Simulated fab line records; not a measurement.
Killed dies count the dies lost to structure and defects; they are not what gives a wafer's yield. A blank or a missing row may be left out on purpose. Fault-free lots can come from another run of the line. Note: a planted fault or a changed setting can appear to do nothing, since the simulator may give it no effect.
Which tool was responsible? || flow n5Finfet || 24 lots with 72 wafers sampled at 3 steps, on a route of 1938 steps

## WHAT THE GAUGES SHOWED, per wafer
N5_MOL_CONTACT_COAG_INSPECT_57: inspects for defects (brightfield). Usual: rawDefectCount 201, standard deviation 54.
{"lot": "L074", "measured": "day 5 01:01", "on": "defectInspect-02", "rawDefectCount": "174 233 156", "flag": ""}
{"lot": "L075", "measured": "day 5 07:13", "on": "defectInspect-02", "rawDefectCount": "187 169 199", "flag": ""}
{"lot": "L076", "measured": "day 5 14:37", "on": "defectInspect-02", "rawDefectCount": "163 211 258", "flag": ""}
{"lot": "L077", "measured": "day 5 22:36", "on": "defectInspect-01", "rawDefectCount": "181 164 247", "flag": ""}
{"lot": "L078", "measured": "day 6 03:20", "on": "defectInspect-01", "rawDefectCount": "190 314 353", "flag": ""}
{"lot": "L079", "measured": "day 6 08:11", "on": "defectInspect-01", "rawDefectCount": "179 184 135", "flag": ""}
{"lot": "L080", "measured": "day 6 16:56", "on": "defectInspect-02", "rawDefectCount": "235 154 403", "flag": ""}
{"lot": "L081", "measured": "day 6 22:02", "on": "defectInspect-01", "rawDefectCount": "209 165 174", "flag": ""}
{"lot": "L082", "measured": "day 7 03:45", "on": "defectInspect-02", "rawDefectCount": "299 286 273", "flag": ""}
{"lot": "L083", "measured": "day 7 07:14", "on": "defectInspect-02", "rawDefectCount": "156 166 132", "flag": ""}
{"lot": "L084", "measured": "day 7 10:31", "on": "defectInspect-02", "rawDefectCount": "183 170 145", "flag": ""}
{"lot": "L085", "measured": "day 7 19:40", "on": "defectInspect-02", "rawDefectCount": "120 91 176", "flag": ""}
{"lot": "L086", "measured": "day 8 02:25", "on": "defectInspect-02", "rawDefectCount": "188 298 198", "flag": ""}
{"lot": "L087", "measured": "day 8 16:50", "on": "defectInspect-02", "rawDefectCount": "188 124 190", "flag": ""}
{"lot": "L088", "measured": "day 8 17:32", "on": "defectInspect-02", "rawDefectCount": "162 227 174", "flag": ""}
{"lot": "L089", "measured": "day 8 22:29", "on": "defectInspect-02", "rawDefectCount": "120 256 217", "flag": ""}
{"lot": "L090", "measured": "day 9 01:52", "on": "defectInspect-02", "rawDefectCount": "219 237 221", "flag": ""}
{"lot": "L091", "measured": "day 9 09:19", "on": "defectInspect-02", "rawDefectCount": "219 214 198", "flag": ""}
{"lot": "L092", "measured": "day 9 12:36", "on": "defectInspect-02", "rawDefectCount": "335 265 283", "flag": ""}
{"lot": "L093", "measured": "day 9 20:53", "on": "defectInspect-01", "rawDefectCount": "196 194 138", "flag": ""}
{"lot": "L094", "measured": "day 10 05:01", "on": "defectInspect-02", "rawDefectCount": "170 167 171", "flag": ""}
{"lot": "L095", "measured": "day 10 12:56", "on": "defectInspect-02", "rawDefectCount": "196 152 250", "flag": ""}
{"lot": "L096", "measured": "day 10 15:25", "on": "defectInspect-01", "rawDefectCount": "200 259 196", "flag": ""}
{"lot": "L097", "measured": "day 10 21:54", "on": "defectInspect-01", "rawDefectCount": "177 185 201", "flag": ""}

## WHAT TOOL EACH LOT RAN ON (gives the tool, then ch and the chambers of the sampled wafers, and finally the start)
{"lot": "L074", "N5_MOL_CONTACT_COAG_ETCH_59": "rieDiel-01 ch 0,3, day 4 14:25", "N5_MOL_CONTACT_COAG_ETCH_15": "rieDiel-01 ch 0,3, day 4 14:35"}
{"lot": "L075", "N5_MOL_CONTACT_COAG_ETCH_59": "rieDiel-05 ch 2,3, day 4 23:03", "N5_MOL_CONTACT_COAG_ETCH_15": "rieDiel-05 ch 2,3, day 4 23:14"}
{"lot": "L076", "N5_MOL_CONTACT_COAG_ETCH_59": "rieDiel-03 ch 2,3, day 5 03:52", "N5_MOL_CONTACT_COAG_ETCH_15": "rieDiel-03 ch 2,3, day 5 04:03"}
{"lot": "L077", "N5_MOL_CONTACT_COAG_ETCH_59": "rieDiel-05 ch 0,1,3, day 5 13:13", "N5_MOL_CONTACT_COAG_ETCH_15": "rieDiel-05 ch 0,1,3, day 5 13:23"}
{"lot": "L078", "N5_MOL_CONTACT_COAG_ETCH_59": "rieDiel-03 ch 0,2,3, day 5 15:25", "N5_MOL_CONTACT_COAG_ETCH_15": "rieDiel-03 ch 0,2,3, day 5 15:36"}
{"lot": "L079", "N5_MOL_CONTACT_COAG_ETCH_59": "rieDiel-03 ch 0,2,3, day 5 23:46", "N5_MOL_CONTACT_COAG_ETCH_15": "rieDiel-03 ch 0,2,3, day 5 23:58"}
{"lot": "L080", "N5_MOL_CONTACT_COAG_ETCH_59": "rieDiel-01 ch 0,1,3, day 6 07:38", "N5_MOL_CONTACT_COAG_ETCH_15": "rieDiel-01 ch 0,1,3, day 6 07:49"}
{"lot": "L081", "N5_MOL_CONTACT_COAG_ETCH_59": "rieDiel-01 ch 0,3, day 6 10:01", "N5_MOL_CONTACT_COAG_ETCH_15": "rieDiel-01 ch 0,3, day 6 10:12"}
{"lot": "L082", "N5_MOL_CONTACT_COAG_ETCH_59": "rieDiel-03 ch 2,3, day 6 18:07", "N5_MOL_CONTACT_COAG_ETCH_15": "rieDiel-03 ch 2,3, day 6 18:18"}
{"lot": "L083", "N5_MOL_CONTACT_COAG_ETCH_59": "rieDiel-05 ch 1,2,3, day 6 19:59", "N5_MOL_CONTACT_COAG_ETCH_15": "rieDiel-05 ch 1,2,3, day 6 20:10"}
{"lot": "L084", "N5_MOL_CONTACT_COAG_ETCH_59": "rieDiel-03 ch 0,1,3, day 7 02:45", "N5_MOL_CONTACT_COAG_ETCH_15": "rieDiel-03 ch 0,1,3, day 7 02:56"}
{"lot": "L085", "N5_MOL_CONTACT_COAG_ETCH_59": "rieDiel-03 ch 1,2,3, day 7 11:23", "N5_MOL_CONTACT_COAG_ETCH_15": "rieDiel-03 ch 1,2,3, day 7 11:34"}
{"lot": "L086", "N5_MOL_CONTACT_COAG_ETCH_59": "rieDiel-05 ch 0,3, day 7 18:14", "N5_MOL_CONTACT_COAG_ETCH_15": "rieDiel-05 ch 0,3, day 7 18:25"}
{"lot": "L087", "N5_MOL_CONTACT_COAG_ETCH_59": "rieDiel-01 ch 0,2, day 8 02:49", "N5_MOL_CONTACT_COAG_ETCH_15": "rieDiel-01 ch 0,2, day 8 03:00"}
{"lot": "L088", "N5_MOL_CONTACT_COAG_ETCH_59": "rieDiel-03 ch 2,3, day 8 04:58", "N5_MOL_CONTACT_COAG_ETCH_15": "rieDiel-03 ch 2,3, day 8 05:09"}
{"lot": "L089", "N5_MOL_CONTACT_COAG_ETCH_59": "rieDiel-03 ch 0,2,3, day 8 11:14", "N5_MOL_CONTACT_COAG_ETCH_15": "rieDiel-03 ch 0,2,3, day 8 11:25"}
{"lot": "L090", "N5_MOL_CONTACT_COAG_ETCH_59": "rieDiel-05 ch 0,2, day 8 16:14", "N5_MOL_CONTACT_COAG_ETCH_15": "rieDiel-05 ch 0,2, day 8 16:25"}
{"lot": "L091", "N5_MOL_CONTACT_COAG_ETCH_59": "rieDiel-03 ch 0,1, day 9 00:04", "N5_MOL_CONTACT_COAG_ETCH_15": "rieDiel-03 ch 0,1, day 9 00:15"}
{"lot": "L092", "N5_MOL_CONTACT_COAG_ETCH_59": "rieDiel-05 ch 0,3, day 9 03:07", "N5_MOL_CONTACT_COAG_ETCH_15": "rieDiel-05 ch 0,3, day 9 03:18"}
{"lot": "L093", "N5_MOL_CONTACT_COAG_ETCH_59": "rieDiel-03 ch 0,1,3, day 9 11:16", "N5_MOL_CONTACT_COAG_ETCH_15": "rieDiel-03 ch 0,1,3, day 9 11:26"}
{"lot": "L094", "N5_MOL_CONTACT_COAG_ETCH_59": "rieDiel-03 ch 0,3, day 9 18:11", "N5_MOL_CONTACT_COAG_ETCH_15": "rieDiel-03 ch 0,3, day 9 18:22"}
{"lot": "L095", "N5_MOL_CONTACT_COAG_ETCH_59": "rieDiel-05 ch 0,1, day 10 01:46", "N5_MOL_CONTACT_COAG_ETCH_15": "rieDiel-05 ch 0,1, day 10 01:57"}
{"lot": "L096", "N5_MOL_CONTACT_COAG_ETCH_59": "rieDiel-01 ch 1,2,3, day 10 05:31", "N5_MOL_CONTACT_COAG_ETCH_15": "rieDiel-01 ch 1,2,3, day 10 05:41"}
{"lot": "L097", "N5_MOL_CONTACT_COAG_ETCH_59": "rieDiel-05 ch 1,2, day 10 12:23", "N5_MOL_CONTACT_COAG_ETCH_15": "rieDiel-05 ch 1,2, day 10 12:40"}
- N5_MOL_CONTACT_COAG_ETCH_59: etches underlayer in N2/H2, target depth 13 nm, time 10.4 s.
- N5_MOL_CONTACT_COAG_ETCH_15: etches SiNx in CH3F/O2, stops on Si:P, target depth 7 nm.

## AS READ BY THE TOOLS THEMSELVES (means over the sampled wafers that have a number; for cases with no such wafer, the mark the record gives instead)
N5_MOL_CONTACT_COAG_ETCH_59. Usual: drypumpMotorCurrentA 5.6 A, standard deviation 0.56; etchRfOnTimeS 10.4 s, standard deviation 0.36; oesProductAu 0.65 a.u., standard deviation 0.074; rfVppV 523.7 V, standard deviation 2.7; showerheadPlenumPTorr 2.53 Torr, standard deviation 0.092; throttleValvePct 17.8 %, standard deviation 0.31.
{"lot": "L074", "tool": "rieDiel-01", "drypumpMotorCurrentA (A)": 5.8, "etchRfOnTimeS (s)": 10.9, "oesProductAu (a.u.)": 0.58, "rfVppV (V)": 524.5, "showerheadPlenumPTorr (Torr)": 2.55, "throttleValvePct (%)": 17.8, "flag": ""}
{"lot": "L075", "tool": "rieDiel-05", "drypumpMotorCurrentA (A)": 5.8, "etchRfOnTimeS (s)": 10.3, "oesProductAu (a.u.)": 0.63, "rfVppV (V)": 522.8, "showerheadPlenumPTorr (Torr)": 2.51, "throttleValvePct (%)": 18.1, "flag": ""}
{"lot": "L076", "tool": "rieDiel-03", "drypumpMotorCurrentA (A)": 5.8, "etchRfOnTimeS (s)": 10.2, "oesProductAu (a.u.)": 0.66, "rfVppV (V)": 522.5, "showerheadPlenumPTorr (Torr)": 2.48, "throttleValvePct (%)": 18.0, "flag": ""}
{"lot": "L077", "tool": "rieDiel-05", "drypumpMotorCurrentA (A)": 5.1, "etchRfOnTimeS (s)": 10.8, "oesProductAu (a.u.)": 0.62, "rfVppV (V)": 524.2, "showerheadPlenumPTorr (Torr)": 2.56, "throttleValvePct (%)": 17.7, "flag": ""}
{"lot": "L078", "tool": "rieDiel-03", "drypumpMotorCurrentA (A)": 5.4, "etchRfOnTimeS (s)": 10.4, "oesProductAu (a.u.)": 0.62, "rfVppV (V)": 520.7, "showerheadPlenumPTorr (Torr)": 2.45, "throttleValvePct (%)": 18.0, "flag": ""}
{"lot": "L079", "tool": "rieDiel-03", "drypumpMotorCurrentA (A)": 5.5, "etchRfOnTimeS (s)": 10.2, "oesProductAu (a.u.)": 0.62, "rfVppV (V)": 521.5, "showerheadPlenumPTorr (Torr)": 2.45, "throttleValvePct (%)": 18.0, "flag": ""}
{"lot": "L080", "tool": "rieDiel-01", "drypumpMotorCurrentA (A)": 5.9, "etchRfOnTimeS (s)": 10.5, "oesProductAu (a.u.)": 0.60, "rfVppV (V)": 524.9, "showerheadPlenumPTorr (Torr)": 2.59, "throttleValvePct (%)": 17.9, "flag": ""}
{"lot": "L081", "tool": "rieDiel-01", "drypumpMotorCurrentA (A)": 5.8, "etchRfOnTimeS (s)": 10.8, "oesProductAu (a.u.)": 0.57, "rfVppV (V)": 523.8, "showerheadPlenumPTorr (Torr)": 2.55, "throttleValvePct (%)": 17.9, "flag": ""}
{"lot": "L082", "tool": "rieDiel-03", "drypumpMotorCurrentA (A)": 5.3, "etchRfOnTimeS (s)": 10.3, "oesProductAu (a.u.)": 0.62, "rfVppV (V)": 522.4, "showerheadPlenumPTorr (Torr)": 2.49, "throttleValvePct (%)": 18.0, "flag": ""}
{"lot": "L083", "tool": "rieDiel-05", "drypumpMotorCurrentA (A)": 5.5, "etchRfOnTimeS (s)": 10.3, "oesProductAu (a.u.)": 0.61, "rfVppV (V)": 524.3, "showerheadPlenumPTorr (Torr)": 2.53, "throttleValvePct (%)": 18.0, "flag": ""}
{"lot": "L084", "tool": "rieDiel-03", "drypumpMotorCurrentA (A)": 5.7, "etchRfOnTimeS (s)": 10.4, "oesProductAu (a.u.)": 0.74, "rfVppV (V)": 524.2, "showerheadPlenumPTorr (Torr)": 2.54, "throttleValvePct (%)": 17.6, "flag": ""}
{"lot": "L085", "tool": "rieDiel-03", "drypumpMotorCurrentA (A)": 5.5, "etchRfOnTimeS (s)": 10.3, "oesProductAu (a.u.)": 0.67, "rfVppV (V)": 522.7, "showerheadPlenumPTorr (Torr)": 2.48, "throttleValvePct (%)": 17.8, "flag": ""}
{"lot": "L086", "tool": "rieDiel-05", "drypumpMotorCurrentA (A)": 4.9, "etchRfOnTimeS (s)": 10.5, "oesProductAu (a.u.)": 0.61, "rfVppV (V)": 525.2, "showerheadPlenumPTorr (Torr)": 2.60, "throttleValvePct (%)": 17.8, "flag": ""}
{"lot": "L087", "tool": "rieDiel-01", "drypumpMotorCurrentA (A)": 5.8, "etchRfOnTimeS (s)": 10.3, "oesProductAu (a.u.)": 0.66, "rfVppV (V)": 526.9, "showerheadPlenumPTorr (Torr)": 2.66, "throttleValvePct (%)": 17.8, "flag": ""}
{"lot": "L088", "tool": "rieDiel-03", "drypumpMotorCurrentA (A)": 5.3, "etchRfOnTimeS (s)": 10.2, "oesProductAu (a.u.)": 0.61, "rfVppV (V)": 522.5, "showerheadPlenumPTorr (Torr)": 2.49, "throttleValvePct (%)": 18.1, "flag": ""}
{"lot": "L089", "tool": "rieDiel-03", "drypumpMotorCurrentA (A)": 5.4, "etchRfOnTimeS (s)": 10.2, "oesProductAu (a.u.)": 0.68, "rfVppV (V)": 524.8, "showerheadPlenumPTorr (Torr)": 2.55, "throttleValvePct (%)": 17.9, "flag": ""}
{"lot": "L090", "tool": "rieDiel-05", "drypumpMotorCurrentA (A)": 5.6, "etchRfOnTimeS (s)": 10.8, "oesProductAu (a.u.)": 0.59, "rfVppV (V)": 522.6, "showerheadPlenumPTorr (Torr)": 2.49, "throttleValvePct (%)": 17.7, "flag": ""}
{"lot": "L091", "tool": "rieDiel-03", "drypumpMotorCurrentA (A)": 5.3, "etchRfOnTimeS (s)": 10.4, "oesProductAu (a.u.)": 0.76, "rfVppV (V)": 526.8, "showerheadPlenumPTorr (Torr)": 2.61, "throttleValvePct (%)": 17.4, "flag": ""}
{"lot": "L092", "tool": "rieDiel-05", "drypumpMotorCurrentA (A)": 4.9, "etchRfOnTimeS (s)": 10.4, "oesProductAu (a.u.)": 0.61, "rfVppV (V)": 525.2, "showerheadPlenumPTorr (Torr)": 2.60, "throttleValvePct (%)": 17.8, "flag": ""}
{"lot": "L093", "tool": "rieDiel-03", "drypumpMotorCurrentA (A)": 5.7, "etchRfOnTimeS (s)": 10.2, "oesProductAu (a.u.)": 0.71, "rfVppV (V)": 523.9, "showerheadPlenumPTorr (Torr)": 2.53, "throttleValvePct (%)": 17.7, "flag": ""}
{"lot": "L094", "tool": "rieDiel-03", "drypumpMotorCurrentA (A)": 5.6, "etchRfOnTimeS (s)": 10.6, "oesProductAu (a.u.)": 0.71, "rfVppV (V)": 526.0, "showerheadPlenumPTorr (Torr)": 2.61, "throttleValvePct (%)": 17.7, "flag": ""}
{"lot": "L095", "tool": "rieDiel-05", "drypumpMotorCurrentA (A)": 5.3, "etchRfOnTimeS (s)": 11.1, "oesProductAu (a.u.)": 0.59, "rfVppV (V)": 523.2, "showerheadPlenumPTorr (Torr)": 2.51, "throttleValvePct (%)": 17.6, "flag": ""}
{"lot": "L096", "tool": "rieDiel-01", "drypumpMotorCurrentA (A)": 5.7, "etchRfOnTimeS (s)": 10.6, "oesProductAu (a.u.)": 0.70, "rfVppV (V)": 526.2, "showerheadPlenumPTorr (Torr)": 2.60, "throttleValvePct (%)": 17.6, "flag": ""}
{"lot": "L097", "tool": "rieDiel-05", "drypumpMotorCurrentA (A)": 5.7, "etchRfOnTimeS (s)": 10.8, "oesProductAu (a.u.)": 0.59, "rfVppV (V)": 522.6, "showerheadPlenumPTorr (Torr)": 2.48, "throttleValvePct (%)": 17.9, "flag": ""}

N5_MOL_CONTACT_COAG_ETCH_15. Usual: drypumpMotorCurrentA 5.6 A, standard deviation 0.56; oesProductAu 0.56 a.u., standard deviation 0.061; rfVppV 294 V, standard deviation 6; showerheadPlenumPTorr 1.99 Torr, standard deviation 0.077; throttleValvePct 16.32 %, standard deviation 0.23.
{"lot": "L074", "tool": "rieDiel-01", "drypumpMotorCurrentA (A)": 5.8, "oesProductAu (a.u.)": 0.51, "rfVppV (V)": 301, "showerheadPlenumPTorr (Torr)": 2.00, "throttleValvePct (%)": 16.34, "flag": ""}
{"lot": "L075", "tool": "rieDiel-05", "drypumpMotorCurrentA (A)": 5.7, "oesProductAu (a.u.)": 0.53, "rfVppV (V)": 289, "showerheadPlenumPTorr (Torr)": 1.97, "throttleValvePct (%)": 16.46, "flag": ""}
{"lot": "L076", "tool": "rieDiel-03", "drypumpMotorCurrentA (A)": 5.9, "oesProductAu (a.u.)": 0.56, "rfVppV (V)": 293, "showerheadPlenumPTorr (Torr)": 1.94, "throttleValvePct (%)": 16.41, "flag": ""}
{"lot": "L077", "tool": "rieDiel-05", "drypumpMotorCurrentA (A)": 5.1, "oesProductAu (a.u.)": 0.54, "rfVppV (V)": 291, "showerheadPlenumPTorr (Torr)": 2.02, "throttleValvePct (%)": 16.28, "flag": ""}
{"lot": "L078", "tool": "rieDiel-03", "drypumpMotorCurrentA (A)": 5.5, "oesProductAu (a.u.)": 0.53, "rfVppV (V)": 293, "showerheadPlenumPTorr (Torr)": 1.94, "throttleValvePct (%)": 16.47, "flag": ""}
{"lot": "L079", "tool": "rieDiel-03", "drypumpMotorCurrentA (A)": 5.5, "oesProductAu (a.u.)": 0.53, "rfVppV (V)": 293, "showerheadPlenumPTorr (Torr)": 1.94, "throttleValvePct (%)": 16.46, "flag": ""}
{"lot": "L080", "tool": "rieDiel-01", "drypumpMotorCurrentA (A)": 5.9, "oesProductAu (a.u.)": 0.52, "rfVppV (V)": 305, "showerheadPlenumPTorr (Torr)": 2.03, "throttleValvePct (%)": 16.37, "flag": ""}
{"lot": "L081", "tool": "rieDiel-01", "drypumpMotorCurrentA (A)": 5.8, "oesProductAu (a.u.)": 0.50, "rfVppV (V)": 303, "showerheadPlenumPTorr (Torr)": 2.00, "throttleValvePct (%)": 16.39, "flag": ""}
{"lot": "L082", "tool": "rieDiel-03", "drypumpMotorCurrentA (A)": 5.3, "oesProductAu (a.u.)": 0.53, "rfVppV (V)": 293, "showerheadPlenumPTorr (Torr)": 1.95, "throttleValvePct (%)": 16.39, "flag": ""}
{"lot": "L083", "tool": "rieDiel-05", "drypumpMotorCurrentA (A)": 5.5, "oesProductAu (a.u.)": 0.53, "rfVppV (V)": 291, "showerheadPlenumPTorr (Torr)": 1.99, "throttleValvePct (%)": 16.44, "flag": ""}
{"lot": "L084", "tool": "rieDiel-03", "drypumpMotorCurrentA (A)": 5.7, "oesProductAu (a.u.)": 0.63, "rfVppV (V)": 296, "showerheadPlenumPTorr (Torr)": 2.02, "throttleValvePct (%)": 16.17, "flag": ""}
{"lot": "L085", "tool": "rieDiel-03", "drypumpMotorCurrentA (A)": 5.5, "oesProductAu (a.u.)": 0.57, "rfVppV (V)": 293, "showerheadPlenumPTorr (Torr)": 1.95, "throttleValvePct (%)": 16.25, "flag": ""}
{"lot": "L086", "tool": "rieDiel-05", "drypumpMotorCurrentA (A)": 4.9, "oesProductAu (a.u.)": 0.53, "rfVppV (V)": 294, "showerheadPlenumPTorr (Torr)": 2.04, "throttleValvePct (%)": 16.28, "flag": ""}
{"lot": "L087", "tool": "rieDiel-01", "drypumpMotorCurrentA (A)": 5.9, "oesProductAu (a.u.)": 0.57, "rfVppV (V)": 301, "showerheadPlenumPTorr (Torr)": 2.08, "throttleValvePct (%)": 16.23, "flag": ""}
{"lot": "L088", "tool": "rieDiel-03", "drypumpMotorCurrentA (A)": 5.3, "oesProductAu (a.u.)": 0.52, "rfVppV (V)": 292, "showerheadPlenumPTorr (Torr)": 1.95, "throttleValvePct (%)": 16.41, "flag": ""}
{"lot": "L089", "tool": "rieDiel-03", "drypumpMotorCurrentA (A)": 5.4, "oesProductAu (a.u.)": 0.57, "rfVppV (V)": 295, "showerheadPlenumPTorr (Torr)": 2.01, "throttleValvePct (%)": 16.36, "flag": ""}
{"lot": "L090", "tool": "rieDiel-05", "drypumpMotorCurrentA (A)": 5.6, "oesProductAu (a.u.)": 0.52, "rfVppV (V)": 287, "showerheadPlenumPTorr (Torr)": 1.96, "throttleValvePct (%)": 16.32, "flag": ""}
{"lot": "L091", "tool": "rieDiel-03", "drypumpMotorCurrentA (A)": 5.3, "oesProductAu (a.u.)": 0.65, "rfVppV (V)": 298, "showerheadPlenumPTorr (Torr)": 2.09, "throttleValvePct (%)": 16.09, "flag": ""}
{"lot": "L092", "tool": "rieDiel-05", "drypumpMotorCurrentA (A)": 4.9, "oesProductAu (a.u.)": 0.52, "rfVppV (V)": 293, "showerheadPlenumPTorr (Torr)": 2.04, "throttleValvePct (%)": 16.30, "flag": ""}
{"lot": "L093", "tool": "rieDiel-03", "drypumpMotorCurrentA (A)": 5.7, "oesProductAu (a.u.)": 0.61, "rfVppV (V)": 295, "showerheadPlenumPTorr (Torr)": 2.01, "throttleValvePct (%)": 16.21, "flag": ""}
{"lot": "L094", "tool": "rieDiel-03", "drypumpMotorCurrentA (A)": 5.6, "oesProductAu (a.u.)": 0.61, "rfVppV (V)": 297, "showerheadPlenumPTorr (Torr)": 2.08, "throttleValvePct (%)": 16.32, "flag": ""}
{"lot": "L095", "tool": "rieDiel-05", "drypumpMotorCurrentA (A)": 5.3, "oesProductAu (a.u.)": 0.52, "rfVppV (V)": 288, "showerheadPlenumPTorr (Torr)": 1.98, "throttleValvePct (%)": 16.28, "flag": ""}
{"lot": "L096", "tool": "rieDiel-01", "drypumpMotorCurrentA (A)": 5.7, "oesProductAu (a.u.)": 0.61, "rfVppV (V)": 300, "showerheadPlenumPTorr (Torr)": 2.04, "throttleValvePct (%)": 16.09, "flag": ""}
{"lot": "L097", "tool": "rieDiel-05", "drypumpMotorCurrentA (A)": 5.7, "oesProductAu (a.u.)": 0.52, "rfVppV (V)": 289, "showerheadPlenumPTorr (Torr)": 1.95, "throttleValvePct (%)": 16.54, "flag": ""}

## THE ANSWER, worked out from the rows above alone
Rule: take the mean of a lot's wafers that have a number; if it is more than 3 standard deviations from the usual mean, the lot is off. A lot without any number at a reading at which 4 lots or more have one is off too. Where the step has rows for the other lots, those lots are counted as sound. The gauges are gone through in route order, then the tools' own readings, and for those a lot's mean is taken as printed above. The first step at which some lot is off is used, and at that step the reading that is off furthest; a lot without a number counts as furthest.
Across all readings shown, no lot is off: no conclusion can be drawn from this.

## WHAT HAD BEEN PUT IN BY THE SIMULATOR
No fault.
